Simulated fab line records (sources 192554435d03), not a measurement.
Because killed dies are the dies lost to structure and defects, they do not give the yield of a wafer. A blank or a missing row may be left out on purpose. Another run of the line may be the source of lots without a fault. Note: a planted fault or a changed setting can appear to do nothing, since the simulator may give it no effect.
Chamber matching -- flow n5 finfet -- N5_BEOL_M2_STRIP_19 on rie diel-04: 4 sister chambers
The step strips in O2. 8 wafers are shown with their chamber, then 8 later ones without.

== WAFERS PAIRED WITH THEIR CHAMBERS ==
wafer,chamber,showerhead plenum p Torr (Torr),drypump motor current A (A)
L076.3,0,2.17,5.3
L079.3,3,2.07,5.3
L079.4,1,2.16,5.4
L079.6,3,2.07,5.4
L090.1,2,2.21,5.9
L090.3,0,2.16,5.3
L090.5,2,2.21,5.9
L095.1,1,2.15,5.4

== WAFERS MISSING THEIR CHAMBER ==
wafer,showerhead plenum p Torr (Torr),drypump motor current A (A)
L095.2,2.20,5.8
L095.4,2.15,5.3
L094.2,2.15,5.4
L094.3,2.15,5.3
L094.5,2.20,5.8
L097.2,2.20,5.9
L097.4,2.15,5.4
L097.5,2.15,5.4

== CHAMBER TAKEN BY EACH ==
wafer,from the rows above,in truth
L095.2,2,2
L095.4,can't be placed: 0 or 1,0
L094.2,1,1
L094.3,can't be placed: 0 or 1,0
L094.5,2,2
L097.2,2,2
L097.4,1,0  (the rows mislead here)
L097.5,1,1
5 of 8 placed correctly. These rows do not allow placing 2 (true chamber among the candidates in 2). 1 placed wrongly.
How it was worked out, from the rows above alone: a wafer's distance from a chamber is the root of the sum, over the readings, of the square of ((its reading less the chamber's mean) divided by the reading's scatter). The wafer belongs to the nearest chamber; if the next one is less than 2 further off, it can't be placed. The mean given for a chamber averages the wafers shown for that chamber. The scatter: the root of (the sum of the squares of (reading less its chamber's mean) over the shown wafers, divided by (wafers less chambers)).
